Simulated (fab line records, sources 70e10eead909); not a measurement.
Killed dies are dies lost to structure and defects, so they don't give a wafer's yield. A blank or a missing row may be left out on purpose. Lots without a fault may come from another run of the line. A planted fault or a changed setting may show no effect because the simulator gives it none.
fab line records | flow nand_harc
record lots=6 wafers=18 last_day=33
route steps=1302 shown A_STAIRCASE@668
lots that met no fault: from a run of the same line without faults
start_h: hours from the record's first day to the start of the lot's first wafer shown | wait_h: hours since the lot's step before | " the same as in the row above | L1.1+2: a row that stands for several wafers | - no value, or no start given | * or withheld: withheld | < > ~ a bound
route shown NAME@n: a module of which the file shows steps, and the number in the route of the first | usual: mean/standard deviation of fault-free wafers | same: alike in all rows | chamber/n: place in a boat | sites: the reading at each site | _std_site: their standard deviation | _edge_site: outer sites' mean less inner sites' | radius_mm: how far each site lies from the wafer's centre | mask NAME#n: copy n | behind: the tool/chamber that last shaped the wafer | hold: why the lot was held/for how many hours/how that ended | device: the transistor (n, p or np) that didn't switch | end of line: the same wafers' tests at the end of the route | a step without rows: its recipe alone | killed: dies lost to structure and defects at the first sort, not the wafer's yield | map: a wafer's dies, x killed, . not, _ none there
set.NAME: the setting as run; set.NAME@STEP: as run at that earlier step | model.NAME: the simulator's own value behind a step, which no gauge read
lots at some steps of the route; a table a step, a row a wafer
services: from which hour (start_h, from the record's first day; less than 0 if before it) a tool's chamber was out of use, for how many hours, and why
## steps
# step NHARC_A_STAIRCASE_TRIM_12
# recipe time_s=211.2 o2_flow_sccm=500 ar_flow_sccm=0 bias_w=0 chemistry=O2
# usual drypump_motor_current_A=5.4/0.51 oes_product_au=1.000/0.011 rf_vpp_V=58.1/0.83 showerhead_plenum_p_Torr=3.58/0.11 throttle_valve_pct=17.038/0.0088
# columns lot.wafer tool chamber start_h wait_h drypump_motor_current_A oes_product_au rf_hours_counter_h rf_vpp_V showerhead_plenum_p_Torr throttle_valve_pct
L926.2 rie_diel-08 3 398.57 0.2 6.0 1.005 7 58.1 3.54 17.035
L926.3 " 0 " " 5.2 0.999 8 55.7 3.51 17.037
L926.6 " 2 " " 5.1 1.010 - 58.9 3.58 17.024
L930.3 rie_diel-02 2 425.46 0.1 5.7 1.001 7 57.9 3.55 17.030
L930.2 " 0 " " 4.9 0.988 5 56.5 3.66 17.041
L930.5 " 3 " " 5.1 0.994 - 58.9 3.41 17.035
L936.1 rie_diel-08 0 516.22 0.1 5.2 1.012 41 58.0 3.49 17.042
L936.3 " 2 " " 5.1 1.008 40 58.4 3.56 17.032
L936.6 " 0 " " 5.2 1.004 - 56.7 3.50 17.021
L939.4 rie_diel-02 3 525.48 0.1 5.1 0.992 35 59.2 3.39 17.029
L939.3 " 2 " " 5.8 1.006 42 58.4 3.54 17.044
L939.5 " 0 " " 4.9 0.987 - 59.5 3.64 17.032
L943.4 rie_diel-05 1 559.40 0.1 4.8 0.998 47 57.9 3.47 17.046
L943.1 " 2 " " 5.9 1.000 48 57.7 3.53 17.041
L943.3 " 0 " " 4.7 1.002 37 57.8 3.73 17.038
L945.2 rie_diel-05 1 571.28 0.1 4.7 0.992 49 59.6 3.47 17.028
L945.1 " 0 " " 4.7 0.995 40 57.1 3.72 17.046
L945.5 " 2 " " 5.9 1.001 - 58.6 3.52 17.034
# step NHARC_A_STAIRCASE_ETCH_13
# recipe target_depth_a=1000 time_s=40.5 ion_energy_ev=400 c4f8_flow_sccm=20 o2_flow_sccm=10 ar_flow_sccm=withheld rf_w=600 bias_w=1000 chemistry=C4F8/O2
# step NHARC_A_STAIRCASE_TRIM_14
# recipe time_s=211.2 o2_flow_sccm=500 ar_flow_sccm=0 bias_w=0 chemistry=O2
# usual drypump_motor_current_A=5.4/0.5 oes_product_au=1.000/0.011 rf_vpp_V=58.0/0.82 showerhead_plenum_p_Torr=3.59/0.11 throttle_valve_pct=17.035/0.0094
# columns lot.wafer tool chamber start_h wait_h drypump_motor_current_A oes_product_au rf_hours_counter_h rf_vpp_V showerhead_plenum_p_Torr throttle_valve_pct
L926.2 rie_diel-08 2 - - 5.1 1.013 6 57.6 3.58 17.028
L926.3 " 0 " " 5.2 0.993 8 58.4 3.51 17.030
L926.6 " 1 " " 5.7 1.002 - 57.2 3.80 17.063
L930.2 rie_diel-02 1 - - 6.1 0.987 8 60.3 3.73 17.040
L930.3 " 3 " " 5.1 0.993 8 57.2 3.41 17.040
L930.5 " 1 " " 6.1 0.975 - 57.9 3.73 17.030
L936.1 rie_diel-08 2 - - 5.0 1.009 40 58.9 3.56 17.037
L936.3 " 1 " " 5.7 0.992 36 57.8 3.79 17.018
L936.6 " 3 " " 5.9 1.005 - 57.9 3.52 17.037
L939.4 rie_diel-02 1 - - 6.0 0.973 39 57.3 3.72 17.034
L939.3 " 3 " " 5.1 1.002 35 58.4 3.39 17.052
L939.5 " 1 " " 6.0 0.980 - 58.2 3.72 17.033
L943.3 rie_diel-05 2 - - 5.9 1.006 48 58.8 3.53 17.025
L943.1 " 0 " " 4.7 0.993 37 56.4 3.73 17.048
L943.4 " 1 " " 4.8 0.991 47 57.4 3.47 17.050
L945.2 rie_diel-05 2 - - 5.9 0.989 50 58.7 3.52 17.048
L945.1 " 1 " " 4.8 0.983 49 57.7 3.47 17.043
L945.5 " 2 " " 5.9 0.996 - 56.8 3.52 17.027
# step NHARC_A_STAIRCASE_ETCH_15
# recipe target_depth_a=1000 time_s=40.5 ion_energy_ev=400 c4f8_flow_sccm=20 o2_flow_sccm=10 ar_flow_sccm=withheld rf_w=600 bias_w=1000 chemistry=C4F8/O2
# usual oes_product_au=0.941/0.011 rf_fwd_power_W=592/3.1 rf_vpp_V=898/4.1
# columns lot.wafer tool chamber start_h wait_h oes_product_au rf_fwd_power_W rf_hours_counter_h rf_vpp_V
L926.3 rie_diel-08 1 - - 0.933 590 7 906
L926.2 " 2 " " 0.947 585 7 897
L926.6 " 0 " " 0.945 591 - 896
L930.3 rie_diel-02 1 - - 0.908 593 8 904
L930.2 " 3 " " 0.937 591 8 893
L930.5 " 1 " " 0.915 596 - 903
L936.1 rie_diel-08 1 - - 0.950 591 36 905
L936.3 " 0 " " 0.953 588 41 895
L936.6 " 1 " " 0.951 593 - 905
L939.3 rie_diel-02 2 - - 0.935 588 43 896
L939.4 " 3 " " 0.941 590 35 891
L939.5 " 3 " " 0.932 592 - 892
L943.1 rie_diel-05 0 - - 0.945 595 38 904
L943.3 " 1 " " 0.941 593 47 895
L943.4 " 3 " " 0.923 596 41 897
L945.1 rie_diel-05 0 - - 0.935 594 40 901
L945.2 " 3 " " 0.941 596 43 896
L945.5 " 1 " " 0.941 593 - 893
# step NHARC_A_STAIRCASE_TRIM_16
# recipe time_s=211.2 o2_flow_sccm=500 ar_flow_sccm=0 bias_w=0 chemistry=O2
# usual drypump_motor_current_A=5.4/0.51 oes_product_au=0.998/0.011 rf_vpp_V=58.0/0.87 showerhead_plenum_p_Torr=3.59/0.11 throttle_valve_pct=17.036/0.0097
# columns lot.wafer tool chamber start_h wait_h drypump_motor_current_A oes_product_au rf_hours_counter_h rf_vpp_V showerhead_plenum_p_Torr throttle_valve_pct
L926.3 rie_diel-08 1 - - 5.7 1.008 7 58.9 3.80 17.033
L926.2 " 2 " " 5.1 1.026 7 57.8 3.58 17.021
L926.6 " 0 " " 5.3 0.990 - 58.6 3.51 17.055
L930.3 rie_diel-02 2 - - 5.7 1.005 8 58.2 3.55 17.050
L930.2 " 0 " " 4.9 1.001 5 58.8 3.66 17.022
L930.5 " 2 " " 5.7 1.001 - 58.5 3.56 17.027
L936.3 rie_diel-08 0 - - 5.3 0.998 41 57.5 3.49 17.052
L936.1 " 1 " " 5.7 0.998 36 58.6 3.79 17.030
L936.6 " 3 " " 5.9 0.998 - 58.6 3.52 17.030
L939.3 rie_diel-02 2 - - 5.7 1.002 43 56.6 3.53 17.028
L939.4 " 3 " " 5.1 1.001 35 57.8 3.39 17.028
L939.5 " 2 " " 5.7 1.003 - 59.1 3.54 17.035
L943.3 rie_diel-05 3 - - 5.7 0.995 41 56.8 3.57 17.052
L943.1 " 1 " " 4.7 0.994 47 57.6 3.47 17.041
L943.4 " 2 " " 5.9 1.001 48 57.6 3.53 17.023
L945.2 rie_diel-05 2 - - 5.9 0.996 50 57.0 3.52 17.028
L945.1 " 3 " " 5.8 0.994 43 57.2 3.56 17.042
L945.5 " 3 " " 5.7 0.997 - 57.8 3.56 17.026
# step NHARC_A_STAIRCASE_ETCH_17
# recipe target_depth_a=1000 time_s=40.5 ion_energy_ev=400 c4f8_flow_sccm=20 o2_flow_sccm=10 ar_flow_sccm=withheld rf_w=600 bias_w=1000 chemistry=C4F8/O2
# step NHARC_A_STAIRCASE_TRIM_18
# recipe time_s=211.2 o2_flow_sccm=500 ar_flow_sccm=0 bias_w=0 chemistry=O2
# step NHARC_A_STAIRCASE_ETCH_19
# recipe target_depth_a=1000 time_s=40.5 ion_energy_ev=400 c4f8_flow_sccm=20 o2_flow_sccm=10 ar_flow_sccm=withheld rf_w=600 bias_w=1000 chemistry=C4F8/O2
# step NHARC_A_STAIRCASE_TRIM_20
# recipe time_s=211.2 o2_flow_sccm=500 ar_flow_sccm=0 bias_w=0 chemistry=O2
# usual drypump_motor_current_A=5.4/0.44 oes_product_au=0.998/0.01 rf_vpp_V=57.8/0.83 showerhead_plenum_p_Torr=3.57/0.12 throttle_valve_pct=17.036/0.0087
# columns lot.wafer tool chamber start_h wait_h drypump_motor_current_A oes_product_au rf_hours_counter_h rf_vpp_V showerhead_plenum_p_Torr throttle_valve_pct
L926.3 rie_diel-08 2 399.98 0.1 5.1 1.002 7 58.8 3.58 17.031
L926.2 " 1 " " 5.7 0.997 7 58.1 3.80 17.035
L926.6 " 3 " " 5.9 1.001 - 58.2 3.54 17.043
L930.3 rie_diel-02 3 426.63 0.1 5.1 1.006 9 58.3 3.41 17.038
L930.2 " 2 " " 5.7 0.997 8 57.2 3.55 17.045
L930.5 " 0 " " 4.9 0.984 - 57.9 3.66 17.033
L936.1 rie_diel-02 0 517.25 0.1 4.9 0.983 32 58.7 3.65 17.038
L936.3 " 2 " " 5.7 1.011 40 59.3 3.54 17.040
L936.6 " 3 " " 5.1 0.998 - 57.3 3.39 17.031
L939.3 rie_diel-02 0 526.58 0.1 4.9 0.985 36 58.5 3.64 17.035
L939.4 " 1 " " 6.1 0.976 40 58.6 3.72 17.042
L939.5 " 1 " " 6.1 0.991 - 59.0 3.72 17.027
L943.1 rie_diel-05 1 560.51 0.1 4.7 0.986 47 59.3 3.47 17.040
L943.3 " 3 " " 5.8 0.978 41 59.4 3.56 17.032
L943.4 " 0 " " 4.7 0.991 38 59.5 3.73 17.044
L945.1 rie_diel-08 3 572.30 0.1 5.9 0.999 4 57.7 3.51 17.043
L945.2 " 2 " " 5.0 1.004 4 57.1 3.55 17.038
L945.5 " 2 " " 5.0 1.007 - 57.7 3.55 17.042
# step NHARC_A_STAIRCASE_ETCH_21
# recipe target_depth_a=1000 time_s=40.5 ion_energy_ev=400 c4f8_flow_sccm=20 o2_flow_sccm=10 ar_flow_sccm=withheld rf_w=600 bias_w=1000 chemistry=C4F8/O2
# step NHARC_A_STAIRCASE_TRIM_22
# recipe time_s=211.2 o2_flow_sccm=500 ar_flow_sccm=0 bias_w=0 chemistry=O2
# step NHARC_A_STAIRCASE_ETCH_23
# recipe target_depth_a=1000 time_s=40.5 ion_energy_ev=400 c4f8_flow_sccm=20 o2_flow_sccm=10 ar_flow_sccm=withheld rf_w=600 bias_w=1000 chemistry=C4F8/O2
# usual oes_product_au=0.945/0.013 rf_fwd_power_W=592/3.3 rf_vpp_V=898/4.5
# columns lot.wafer tool chamber start_h wait_h oes_product_au rf_fwd_power_W rf_hours_counter_h rf_vpp_V
L926.2 rie_diel-08 2 400.40 - 0.950 586 7 899
L926.3 " 1 " " 0.946 593 7 905
L926.6 " 3 " " 0.947 596 - 896
L930.2 rie_diel-02 0 427.06 - 0.929 593 5 902
L930.3 " 2 " " 0.950 586 8 898
L930.5 " 0 " " 0.932 594 - 900
L936.1 rie_diel-02 3 517.65 - 1.197 834 32 892
L936.3 " 1 " " 1.185 833 36 903
L936.6 " 0 " " 1.171 833 - 901
L939.3 rie_diel-02 2 527.43 - 1.167 828 44 898
L939.4 " 3 " " 1.148 834 36 891
L939.5 " 0 " " 1.139 834 - 902
L943.1 rie_diel-05 2 560.93 - 0.936 598 49 896
L943.3 " 3 " " 0.928 598 41 899
L943.4 " 0 " " 0.932 592 38 904
L945.2 rie_diel-08 3 572.81 - 0.955 594 4 895
L945.1 " 2 " " 0.950 587 4 897
L945.5 " 2 " " 0.958 586 - 897
# step NHARC_A_STAIRCASE_TRIM_24
# recipe time_s=211.2 o2_flow_sccm=500 ar_flow_sccm=0 bias_w=0 chemistry=O2
## services
# columns tool chamber start_h hours kind
rie_diel-02 - 395.37 9.0 pm
rie_diel-02 0 395.37 9.0 vent_cycle
rie_diel-02 1 395.37 9.0 vent_cycle
rie_diel-02 2 395.37 9.0 vent_cycle
rie_diel-02 3 395.37 9.0 vent_cycle
rie_diel-02 0 404.37 - clean
rie_diel-02 1 404.37 - clean
rie_diel-02 2 404.37 - clean
rie_diel-02 3 404.37 - clean
rie_diel-02 3 404.37 - consumable_replace:focus_ring
rie_diel-02 0 406.06 9.1 repair
rie_diel-05 - 409.06 9.0 pm
rie_diel-08 3 427.00 1.3 repair
rie_diel-02 0 428.87 - clean
rie_diel-02 1 428.87 - clean
rie_diel-05 - 431.97 0.5 repair
rie_diel-05 0 435.57 3.9 repair
rie_diel-02 3 474.51 10.8 repair
rie_diel-02 3 494.57 6.8 repair
rie_diel-05 3 497.36 12.1 repair
rie_diel-05 0 502.32 10.3 repair
rie_diel-02 - 553.86 0.2 repair
rie_diel-08 0 570.22 6.2 repair
rie_diel-02 - 572.37 9.0 pm
## key
first_sign step=NHARC_A_STAIRCASE_ETCH_23 reading=rf_fwd_power_W direction=up sigmas=73 usual=* struck=*
effect step=NHARC_A_STAIRCASE_ETCH_23 reading=oes_product_au direction=up sigmas=17 usual=0.945 struck=1.168
met_at NHARC_A_STAIRCASE_ETCH_23
struck_wafers L936.1,L936.3,L936.6,L939.3,L939.4,L939.5
later_rows_left_out L936.1,L936.3,L936.6,L939.3,L939.4,L939.5
sort_left_out L936.1,L936.3,L936.6,L939.3,L939.4,L939.5
tester_left_out L936,L939
onset_between 427.06 517.65
fault kind=process_parameter_drift tool=rie_diel-02 chamber=- onset_h=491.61 steps=NHARC_A_STAIRCASE_ETCH_23 channel=rf_w offset=* shape=step end_h=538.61 acts_in=* stated=*
# tester_left_out: of these lots the tester's yield and bins aren't shown, on N5 and GAA mostly nor the transistor test; their killed dies are dies lost to structure and defects alone, not to doping, threshold or leakage, so they don't give the yield
# sort_left_out: the simulated sort isn't trusted on such a fault, so these wafers' sort isn't shown, and their yield isn't known
# later_rows_left_out: the simulator's readings of these wafers behind a module that went badly wrong aren't trusted and aren't shown, but for the sort
